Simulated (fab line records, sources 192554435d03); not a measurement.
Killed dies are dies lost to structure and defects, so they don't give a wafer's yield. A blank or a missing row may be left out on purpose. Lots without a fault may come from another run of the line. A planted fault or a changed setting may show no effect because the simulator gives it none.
Problem report in the 8D (eight disciplines) form, filled by code | flow n5_finfet | the parts of the form that need people (team, actions taken, sign-off) are left out

1. THE PROBLEM
PMOS_HMC_BLK_OVL at N5_PMOS_HMC_CHANNEL_EPI_OVL_MEAS_10 reads a mean of 82.7 nm on 6 wafers of 2 lots; wafers without a fault read 0.1 nm with a standard deviation of 0.7. That is +99 or more standard deviations from the usual mean.
First seen on wafer L954.1, day 4 23:32, on overlay-02. The record holds 18 wafers of 6 lots with a number at this step. Rule for "out", or "out of limits": more than 4 standard deviations from the usual mean. The other wafers with a number count as sound.

2. WHAT IT IS AND WHAT IT IS NOT
question                    | is                     | is not
which readings at this step | PMOS_HMC_BLK_OVL       | -
which lots                  | L954, L960             | L946, L950, L962, L963
which wafers of those lots  | all that have a number | -
read on which gauges        | overlay-01, overlay-02 | -
when                        | from day 4 23:32       | up to then (6 sound wafers); but 6 sound wafers of L962, L963 came after

3. SUSPECTS, AND WHAT RULES EACH OUT
Counting: a tool at a process step up to the reading stays a suspect if it ran every lot that is out and no sound lot after the first of them.
- the gauge at N5_PMOS_HMC_CHANNEL_EPI_OVL_MEAS_10: ruled out. The wafers that are out were read on 2 gauges (overlay-01, overlay-02).
- arfi_scanner-01 at N5_PMOS_HMC_CHANNEL_EPI_EXPOSE_06 (exposes mask PMOS HMC BLK, target cd 240 nm): kept. It ran every lot that is out, first L954 (day 4 23:23), and no sound lot after that; its last sound lot up to then is L950 (day 4 00:07).
Left after counting: arfi_scanner-01 at N5_PMOS_HMC_CHANNEL_EPI_EXPOSE_06.

4. THE CAUSE (what the simulator had put in)
Scanner matching overlay: arfi_scanner-01, from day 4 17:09 on, at N5_PMOS_HMC_CHANNEL_EPI_EXPOSE_06. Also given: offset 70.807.
Counting left only this tool.

5. THE CHAIN OF EFFECTS, in route order
Each row: a reading whose mean over the struck wafers that have a number lies more than 3 standard deviations from the usual. Only readings for which the record gives a usual standard deviation are gone through. hours: the time from each lot's start at the first step in this table that gives one to its start at this step, as a median over the lots. sigmas: the change in usual standard deviations.
hours | step                                | reading          | usual  | on struck wafers | change | sigmas
0     | N5_PMOS_HMC_CHANNEL_EPI_OVL_MEAS_10 | PMOS_HMC_BLK_OVL | 0.1 nm | 82.7             | +82.6  | +99 or more
Later measuring or inspecting steps at which every struck wafer that the step has a row for has a number for every such reading, and none has moved that far: N5_PMOS_HMC_CHANNEL_EPI_INSPECT_11, N5_BEOL_M4_RC_MEAS_101.

6. WHAT WOULD HAVE CAUGHT IT SOONER
In this record the first reading out of limits at a measuring or inspecting step was taken at day 4 23:32, 6 hours after the fault began at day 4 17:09.
Of the lots that are out (2), L960 began N5_PMOS_HMC_CHANNEL_EPI_EXPOSE_06 on arfi_scanner-01 after day 4 23:32. A hold on the tool at that time would have spared it.
